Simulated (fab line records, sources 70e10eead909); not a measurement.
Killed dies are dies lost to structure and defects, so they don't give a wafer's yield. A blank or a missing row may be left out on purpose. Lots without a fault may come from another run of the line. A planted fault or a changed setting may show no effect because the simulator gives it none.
A struck lot beside a sound one | flow nand_harc | 42 steps out of a route of 1302
Sound: wafers L837.2, L837.3, L837.6. Struck: wafers L847.2, L847.3, L847.6. The cause comes at the end.
At each step with rows: each side's tool, then ch and its chambers, then its first start. Under that, the readings that differ: sound wafers | struck wafers | difference of the means | sigmas: that difference in standard deviations of wafers without a fault.
alike: readings whose means differ by less than 2 such deviations, and words and numbers that are the same on both sides. not compared: withheld readings, readings that some wafer has no value for, bounds like >300 that may hide the same value, and numbers for which the record gives no deviation and whose values overlap.
The two part at a step that has a row with sigmas, a row that says differs or no value, or rows on one side only. Numbers that don't overlap but have no deviation are shown without sigmas and don't part them. A reading that every wafer of one side lacks parts them only if that side has two wafers or more.

first, 7 steps without rows for these wafers: NHARC_A_CONTACT_ETCH_78 (etches the open film in O2/COS, target depth 5300 nm, time 1378 s); NHARC_A_CONTACT_ETCH_124 (etches the open film in C4F8/O2/Ar, time 140 s, target depth 700 nm); NHARC_A_CONTACT_ETCH_125 (etches the open film in C4F8/O2/Ar, time 197 s, target depth 1918 nm); NHARC_A_CONTACT_ETCH_126 (etches the open film in C4F8/O2/Ar, time 197 s, target depth 1918 nm); NHARC_A_CONTACT_ETCH_127 (etches the open film in C4F8/O2/Ar, time 197 s, target depth 1918 nm); NHARC_A_CONTACT_ETCH_128 (etches the open film in C4F8/O2/Ar, time 197 s, target depth 1918 nm); NHARC_A_CONTACT_ETCH_129 (etches the open film in C4F8/O2/Ar, time 197 s, target depth 1918 nm).
NHARC_A_CONTACT_ETCH_130: etches the open film in C4F8/O2/Ar, time 197 s, target depth 1918 nm.
  sound on har_cap_etch-02 ch 0,1, day 26 03:16; struck on har_cap_etch-01 ch 0,1, day 29 23:43
  not compared: rf_hours_counter_h
then, 4 steps without rows for these wafers: NHARC_A_CONTACT_ETCH_131 (etches the open film in C4F8/O2/Ar, time 197 s, target depth 1918 nm); NHARC_A_CONTACT_ETCH_132 (etches the open film in C4F8/O2/Ar, time 197 s, target depth 1924 nm); NHARC_A_CONTACT_ETCH_133 (etches the open film in C4F8/O2/Ar, time 374 s, target depth 1610 nm); NHARC_A_CONTACT_ETCH_91 (etches the open film in CH3F/O2, target depth 40 nm, time 85.7 s).
NHARC_A_CONTACT_ETCH_97: etches the open film in C4F6/O2, target depth 20 nm, time 10 s.
  sound on rie_diel-08 ch 1,3, day 26 04:42; struck on rie_diel-08 ch 1,2,3, day 30 01:08
  alike: drypump_motor_current_A, oes_product_au, rf_vpp_V, showerhead_plenum_p_Torr, throttle_valve_pct
  not compared: rf_hours_counter_h
NHARC_A_CONTACT_CD_MEAS_80:
  sound on cd_sem-02, day 26 04:47; struck on cd_sem-03, day 30 01:13
  alike: cd_nm
then, 4 steps without rows for these wafers: NHARC_A_CONTACT_STRIP_103 (strips in N2/H2); NHARC_A_CONTACT_STRIP_104 (strips in CF4/CHF3); NHARC_A_CONTACT_STRIP_105 (strips in O2/COS); NHARC_A_CONTACT_ETCH_106 (etches the open film in CF4/O2, target depth 90 nm, overetch 9 nm, time 49.5 s).
NHARC_A_CONTACT_STRIP_82: strips in O2.
  sound on rie_diel-02 ch 2,3; struck on rie_diel-03 ch 0,1
  reading                         | sound          | struck         | difference | sigmas
  drypump_motor_current_A (A)     | 4.9 5.2 5.0    | 6.1 5.8 5.8    | +0.9       | +2
  showerhead_plenum_p_Torr (Torr) | 3.48 3.41 3.48 | 3.50 3.77 3.77 | +0.22      | +2
  alike: oes_product_au, rf_vpp_V, throttle_valve_pct
  not compared: rf_hours_counter_h
then, 1 step without rows for these wafers: NHARC_A_CONTACT_STRIP_83 (strips in post etch residue remover, time 600 s).
NHARC_A_CONTACT_DEP_84: deposits aC, target thk 2800 nm.
  sound on acl_dep-01 ch 0, day 26 10:24; struck on acl_dep-02 ch 0, day 30 02:33
  alike: throttle_valve_pct
then, 11 steps without rows for these wafers: NHARC_A_CONTACT_DEP_85 (deposits SiON, target thk 60 nm); NHARC_A_CONTACT_DEHYDRATE_00 (time 120 s); NHARC_A_CONTACT_HMDS_01 (time 30 s); NHARC_A_CONTACT_COAT_86 (time 75 s); NHARC_A_CONTACT_COAT_87 (time 65 s); NHARC_A_CONTACT_COAT_02 (resist thk 90 nm); NHARC_A_CONTACT_SOFTBAKE_03 (time 55 s); NHARC_A_CONTACT_EBR_04; NHARC_A_CONTACT_EXPOSE_05 (exposes mask A CC); NHARC_A_CONTACT_PEB_06 (peb time 65 s); NHARC_A_CONTACT_DEVELOP_07 (develop time 35 s).
NHARC_A_CONTACT_CD_MEAS_08: target cd 200 nm.
  sound on cd_sem-01 ch 0, day 26 12:35; struck on cd_sem-02 ch 0, day 30 04:37
  alike: cd_nm
NHARC_A_CONTACT_OVL_MEAS_09:
  sound on overlay-01, day 26 12:40; struck on overlay-02, day 30 04:42
  alike: overlay_x_nm, overlay_y_nm
then, 3 steps without rows for these wafers: NHARC_A_CONTACT_DESCUM_13 (chemistry O2, time 3 s); NHARC_A_CONTACT_ETCH_88 (etches the open film in CF4, target depth 39 nm, time 65 s); NHARC_A_CONTACT_ETCH_89 (etches the open film in N2/H2, target depth 260 nm, time 475.3 s).
NHARC_A_CONTACT_ETCH_30: etches the open film in CF4/CHF3, target depth 72.6 nm, time 36.3 s.
  sound on rie_diel-02 ch 0,1; struck on rie_diel-02 ch 1,2,3
  alike: chf3_flow_sccm, drypump_motor_current_A, oes_product_au, rf_vpp_V, showerhead_plenum_p_Torr, throttle_valve_pct
  not compared: rf_hours_counter_h
then, 1 step without rows for these wafers: NHARC_A_CONTACT_ETCH_31 (etches the open film in O2/COS, target depth 2800 nm, time 728 s).
NHARC_A_CONTACT_ETCH_134: etches the open film in C4F8/O2/Ar, time 140 s, target depth 700 nm.
  sound on har_cap_etch-01 ch 0,1, day 26 14:58; struck on har_cap_etch-02 ch 0,1, day 30 05:55
  not compared: rf_hours_counter_h
then, 1 step without rows for these wafers: NHARC_A_CONTACT_ETCH_135 (etches the open film in C4F8/O2/Ar, time 311 s, target depth 1912 nm).
-- the record jumps here: 2 days lie between the struck wafers' starts before and after (it left off in module A_CONTACT and takes up again in module END, whose first step shown is number 1302 of the route) --
NHARC_END_SORT_01:
  sound on prober-02 ch 0, day 28 18:30; struck on prober-01 ch 0, day 32 09:51
  reading         | sound    | struck      | difference | sigmas
  killed_at_array | 79 79 80 | 137 134 134 | +56        | +3
  killed_dies     | 81 85 84 | 139 136 139 | +55        | +3
  alike: killed_at_other, killed_at_periphery, killed_open, killed_short

WHERE THEY PART
First at NHARC_A_CONTACT_STRIP_82; last, within this record, at NHARC_END_SORT_01.

WHY: what the simulator had put in
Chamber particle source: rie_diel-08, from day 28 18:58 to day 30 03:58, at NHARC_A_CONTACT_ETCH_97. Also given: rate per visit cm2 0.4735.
